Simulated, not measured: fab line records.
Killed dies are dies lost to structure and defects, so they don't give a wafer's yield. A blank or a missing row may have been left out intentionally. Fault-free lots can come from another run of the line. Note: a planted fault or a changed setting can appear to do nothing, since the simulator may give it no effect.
A sampling plan put to the test ; flow nandHarc ; each of the 25 faults these records tell of, on one fab line, judged from the records of the lots it struck
The line's own looks make up the plan; these are the steps of the route where a gauge or inspection reads the wafer and leaves it unchanged. A look can be judged if struck wafers have a number there and the file gives its usual mean and standard deviation on fault-free wafers. Caught: a look later than the fault's first step finds the struck wafers' mean 4 or more of those standard deviations (sigma) from the usual mean. On the tool: here the same test is run on the tool's own readings at the fault's steps. Another recipe on the struck wafers, or a record that is blank for them alone, also counts as caught.

## THE FAULTS, as the simulator had put them in
1. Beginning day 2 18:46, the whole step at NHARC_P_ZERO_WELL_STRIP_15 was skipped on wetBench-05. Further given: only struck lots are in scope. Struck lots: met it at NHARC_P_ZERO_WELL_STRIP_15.
2. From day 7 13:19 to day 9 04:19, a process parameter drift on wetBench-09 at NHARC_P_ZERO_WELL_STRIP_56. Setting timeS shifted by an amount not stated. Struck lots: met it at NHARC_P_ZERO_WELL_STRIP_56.
3. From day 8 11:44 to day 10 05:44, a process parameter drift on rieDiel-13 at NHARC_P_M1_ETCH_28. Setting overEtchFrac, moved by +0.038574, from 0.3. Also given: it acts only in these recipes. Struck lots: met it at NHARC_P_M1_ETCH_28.
4. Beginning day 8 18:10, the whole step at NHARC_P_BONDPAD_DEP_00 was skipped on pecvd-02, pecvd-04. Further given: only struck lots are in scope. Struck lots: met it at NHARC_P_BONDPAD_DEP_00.
5. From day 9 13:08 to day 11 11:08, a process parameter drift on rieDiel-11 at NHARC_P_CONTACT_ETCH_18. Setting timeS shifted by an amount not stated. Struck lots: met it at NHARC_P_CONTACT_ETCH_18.
6. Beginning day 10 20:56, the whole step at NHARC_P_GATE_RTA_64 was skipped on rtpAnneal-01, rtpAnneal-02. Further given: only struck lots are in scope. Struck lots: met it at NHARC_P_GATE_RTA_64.
7. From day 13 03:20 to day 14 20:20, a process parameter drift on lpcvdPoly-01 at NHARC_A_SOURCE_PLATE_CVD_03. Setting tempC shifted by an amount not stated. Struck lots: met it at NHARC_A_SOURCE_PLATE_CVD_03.
8. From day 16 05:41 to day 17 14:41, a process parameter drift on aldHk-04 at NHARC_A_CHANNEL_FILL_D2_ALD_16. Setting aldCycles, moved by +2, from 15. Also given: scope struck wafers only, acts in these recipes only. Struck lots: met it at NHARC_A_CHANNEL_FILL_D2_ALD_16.
9. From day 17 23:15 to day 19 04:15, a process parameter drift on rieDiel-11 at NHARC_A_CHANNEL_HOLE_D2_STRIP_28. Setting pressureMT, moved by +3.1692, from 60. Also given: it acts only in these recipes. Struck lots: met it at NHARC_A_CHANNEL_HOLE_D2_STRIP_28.
10. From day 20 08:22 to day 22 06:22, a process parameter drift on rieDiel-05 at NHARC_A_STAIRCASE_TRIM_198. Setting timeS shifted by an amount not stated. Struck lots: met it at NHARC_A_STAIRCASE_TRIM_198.
11. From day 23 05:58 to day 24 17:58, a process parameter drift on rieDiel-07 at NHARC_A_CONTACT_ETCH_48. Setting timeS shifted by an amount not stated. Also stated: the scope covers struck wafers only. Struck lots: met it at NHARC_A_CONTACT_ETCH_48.
12. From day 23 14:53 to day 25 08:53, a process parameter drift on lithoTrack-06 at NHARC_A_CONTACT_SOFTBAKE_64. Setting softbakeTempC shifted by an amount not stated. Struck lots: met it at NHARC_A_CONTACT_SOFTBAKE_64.
13. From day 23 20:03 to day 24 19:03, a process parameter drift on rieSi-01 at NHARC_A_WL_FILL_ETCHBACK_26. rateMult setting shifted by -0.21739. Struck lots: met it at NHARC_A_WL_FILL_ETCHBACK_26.
14. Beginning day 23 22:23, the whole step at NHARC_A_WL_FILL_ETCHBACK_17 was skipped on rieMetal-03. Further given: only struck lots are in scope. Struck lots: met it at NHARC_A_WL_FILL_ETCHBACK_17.
15. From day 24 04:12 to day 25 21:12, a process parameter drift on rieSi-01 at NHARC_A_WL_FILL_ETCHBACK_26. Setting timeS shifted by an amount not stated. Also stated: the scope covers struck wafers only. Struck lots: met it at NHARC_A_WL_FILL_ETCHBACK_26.
16. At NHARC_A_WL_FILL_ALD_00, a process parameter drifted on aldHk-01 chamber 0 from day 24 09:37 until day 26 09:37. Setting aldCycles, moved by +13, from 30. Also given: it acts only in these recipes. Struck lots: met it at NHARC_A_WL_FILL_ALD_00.
17. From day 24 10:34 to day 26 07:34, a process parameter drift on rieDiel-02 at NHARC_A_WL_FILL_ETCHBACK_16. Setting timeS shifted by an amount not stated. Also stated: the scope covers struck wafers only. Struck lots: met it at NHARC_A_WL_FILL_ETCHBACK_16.
18. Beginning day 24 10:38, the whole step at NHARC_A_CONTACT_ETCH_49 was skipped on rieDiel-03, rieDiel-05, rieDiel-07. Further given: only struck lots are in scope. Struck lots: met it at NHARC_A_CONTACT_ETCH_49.
19. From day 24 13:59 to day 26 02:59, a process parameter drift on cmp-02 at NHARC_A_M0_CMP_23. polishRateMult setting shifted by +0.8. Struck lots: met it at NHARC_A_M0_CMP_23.
20. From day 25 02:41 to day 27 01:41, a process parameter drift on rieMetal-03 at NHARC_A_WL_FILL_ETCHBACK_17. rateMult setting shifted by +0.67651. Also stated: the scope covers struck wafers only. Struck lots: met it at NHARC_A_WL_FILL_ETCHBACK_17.
21. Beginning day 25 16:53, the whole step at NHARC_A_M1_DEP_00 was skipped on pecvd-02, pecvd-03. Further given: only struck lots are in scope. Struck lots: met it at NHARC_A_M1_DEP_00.
22. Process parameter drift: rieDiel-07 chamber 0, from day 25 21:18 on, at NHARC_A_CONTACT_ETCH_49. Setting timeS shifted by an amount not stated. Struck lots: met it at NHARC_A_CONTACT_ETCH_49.
23. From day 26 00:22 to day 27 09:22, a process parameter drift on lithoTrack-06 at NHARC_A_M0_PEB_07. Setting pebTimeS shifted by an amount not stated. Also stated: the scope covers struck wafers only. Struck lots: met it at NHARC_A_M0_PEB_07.
24. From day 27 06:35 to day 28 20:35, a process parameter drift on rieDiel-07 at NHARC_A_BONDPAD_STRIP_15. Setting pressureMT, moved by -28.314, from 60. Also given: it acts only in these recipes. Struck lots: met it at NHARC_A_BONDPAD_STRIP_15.
25. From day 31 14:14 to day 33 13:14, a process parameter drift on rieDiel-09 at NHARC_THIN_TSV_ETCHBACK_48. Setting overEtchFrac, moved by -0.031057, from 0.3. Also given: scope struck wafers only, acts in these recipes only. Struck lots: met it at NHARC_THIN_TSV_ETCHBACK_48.

## WHAT THE PLAN SAW
fault;on the tool itself;first look that catches it;reading, sigma;median hours from its first step to that look;hours from the fault's start to the first struck lot there;judged looks passed uncaught
1;the tool's record is blank for the struck wafers;not the one look that can be judged after it;-;-;-;1
2;runLengthS -99 or beyond sigma;not the one look that can be judged after it;-;-;-;1
3;under 2 sigma;not the one look that can be judged after it;-;-;-;1
4;the tool's record is blank for the struck wafers;no look after it can be judged;-;-;-;0
5;runLengthS -99 or beyond sigma;no look after it can be judged;-;-;-;0
6;the tool's record is blank for the struck wafers;no look after it can be judged;-;-;-;0
7;tubeCenterTempC -99 or beyond sigma;NHARC_A_SOURCE_PLATE_THK_MEAS_06;thkNm -24;11.8;32;0
8;under 2 sigma;not the one look that can be judged after it;strongest: killedAtOther at NHARC_END_SORT_01, +2.0;-;-;1
9;chamberPressureMTorr +57 sigma;no look after it can be judged;-;-;-;0
10;runLengthS -58 sigma;no look after it can be judged;-;-;-;0
11;runLengthS -41 sigma;no look after it can be judged;-;-;-;0
12;heaterPowerTotalW +61 sigma;not the one look that can be judged after it;-;-;-;1
13;oesProductAu -21 sigma;not the one look that can be judged after it;-;-;-;1
14;the tool's record is blank for the struck wafers;not the one look that can be judged after it;-;-;-;1
15;runLengthS -11 sigma;no look after it can be judged;-;-;-;0
16;under 2 sigma;no look after it can be judged;-;-;-;0
17;runLengthS -37 sigma;no look after it can be judged;-;-;-;0
18;the tool's record is blank for the struck wafers;no look after it can be judged;-;-;-;0
19;timeToEndpointS -6.9 sigma;NHARC_A_M0_THK_MEAS_24;thkNm -5.1;0.3;18;0
20;oesProductAu +53 sigma;no look after it can be judged;-;-;-;0
21;the tool's record is blank for the struck wafers;none of the 2 looks that can be judged after it;-;-;-;2
22;runLengthS -99 or beyond sigma;no look after it can be judged;-;-;-;0
23;heaterPowerTotalW +98 sigma;no look after it can be judged;-;-;-;0
24;chamberPressureMTorr -99 or beyond sigma;not the one look that can be judged after it;-;-;-;1
25;under 2 sigma;no look after it can be judged;-;-;-;0
A dash: the fault is not caught, or the number is missing from these records.

Caught at a look: 2 of 25. Caught on the tool: 21 of 25. By one or the other: 21 of 25.
Caught on the tool alone: faults 1, 2, 4, 5, 6, 9, 10, 11, 12, 13, 14, 15, 17, 18, 20, 21, 22, 23, 24.
Caught by neither: faults 3, 8, 16, 25.

## THINNER SAMPLING
Were the look that catches a fault to measure just every second or every third lot (counted by lot number), the first struck lot would, at worst, be measured this late:
fault;struck lots at that look, in order of time;every lot;every second lot;every third lot
7;L205, L206;32 h;32 h;may miss all 2
19;L611, L612;18 h;34 h;may miss all 2
Hours are from the fault's start to the first struck lot that is measured. The test against the limit of 4 sigma pooled every struck wafer, which means one lot taken alone may stay below that limit. Other struck lots may not be in these records.

## THE LONGEST TIMED WAY FROM STEP TO LOOK
In fault 7, a median of 11.8 hours elapses between NHARC_A_SOURCE_PLATE_CVD_03 and NHARC_A_SOURCE_PLATE_THK_MEAS_06. No look between them can be judged.
